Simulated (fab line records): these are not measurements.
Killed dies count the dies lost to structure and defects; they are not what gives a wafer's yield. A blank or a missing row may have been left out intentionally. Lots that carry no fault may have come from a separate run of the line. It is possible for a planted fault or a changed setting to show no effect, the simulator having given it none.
Chamber matching | flow nand-harc | rie-diel-01 running NHARC_A_STAIRCASE_TRIM_229: 4 sister chambers
The step chemistry O2, time 211.2 s. 20 wafers are shown with their chamber, then 10 later ones without.

EACH WAFER AND ITS CHAMBER
wafer  | chamber | showerhead-plenum-p-Torr (Torr) | drypump-motor-current-A (A) | throttle-valve-pct (%)
L076.2 | 3       | 3.59                            | 5.9                         | 17.029
L076.3 | 2       | 3.56                            | 5.5                         | 17.044
L076.4 | 1       | 3.75                            | 6.2                         | 17.045
L077.1 | 3       | 3.59                            | 5.8                         | 17.049
L077.5 | 0       | 3.59                            | 5.5                         | 17.013
L077.6 | 3       | 3.59                            | 5.9                         | 17.042
L079.2 | 0       | 3.59                            | 5.5                         | 17.027
L079.5 | 3       | 3.59                            | 5.9                         | 17.031
L079.6 | 0       | 3.59                            | 5.5                         | 17.043
L081.1 | 2       | 3.55                            | 5.5                         | 17.040
L081.3 | 3       | 3.59                            | 6.0                         | 17.033
L081.6 | 0       | 3.58                            | 5.5                         | 17.029
L083.1 | 1       | 3.74                            | 6.2                         | 17.040
L083.5 | 2       | 3.55                            | 5.5                         | 17.043
L083.6 | 1       | 3.74                            | 6.1                         | 17.036
L086.1 | 3       | 3.58                            | 5.8                         | 17.045
L086.2 | 0       | 3.57                            | 5.5                         | 17.025
L086.3 | 2       | 3.54                            | 5.5                         | 17.049
L089.3 | 1       | 3.73                            | 6.1                         | 17.038
L089.5 | 2       | 3.54                            | 5.5                         | 17.038

SIGNATURES (averages over the wafers above)
reading                  | chamber 0 | chamber 1 | chamber 2 | chamber 3 | scatter within a chamber
showerhead-plenum-p-Torr | 3.5840    | 3.7400    | 3.5480    | 3.5883    | 0.00743
drypump-motor-current-A  | 5.500     | 6.150     | 5.500     | 5.883     | 0.0489
throttle-valve-pct       | 17.02740  | 17.03975  | 17.04280  | 17.03817  | 0.00756
Rule: for each reading, subtract the chamber's mean from the wafer's reading, divide by that reading's scatter and square the result; add these up over the readings and take the root, which gives the wafer's distance from the chamber. The wafer belongs to the nearest chamber; if the next one is less than 2 further off, it can't be placed. The scatter: the root of (the sum of the squares of (reading less its chamber's mean) over the shown wafers, divided by (wafers less chambers)).

WAFERS WHOSE CHAMBER IS MISSING
wafer  | showerhead-plenum-p-Torr (Torr) | drypump-motor-current-A (A) | throttle-valve-pct (%)
L089.6 | 3.72                            | 6.1                         | 17.042
L091.1 | 3.53                            | 5.5                         | 17.034
L091.2 | 3.57                            | 5.8                         | 17.043
L091.5 | 3.72                            | 6.1                         | 17.019
L096.1 | 3.56                            | 5.5                         | 17.024
L096.3 | 3.56                            | 5.9                         | 17.026
L096.6 | 3.56                            | 5.9                         | 17.047
L097.1 | 3.55                            | 5.9                         | 17.038
L097.2 | 3.55                            | 5.5                         | 17.037
L097.4 | 3.52                            | 5.5                         | 17.051

THE CHAMBER EACH PASSED THROUGH
wafer  | from the rows above     | in truth
L089.6 | 1                       | 1
L091.1 | 2                       | 2
L091.2 | 3                       | 3
L091.5 | 1                       | 1
L096.1 | can't be placed: 2 or 0 | 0
L096.3 | 3                       | 3
L096.6 | 3                       | 3
L097.1 | 3                       | 3
L097.2 | 2                       | 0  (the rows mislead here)
L097.4 | 2                       | 2
Correctly placed: 8 of 10. Not placeable from these rows: 1 (in 1, the candidates include the true chamber). Placed wrongly: 1.
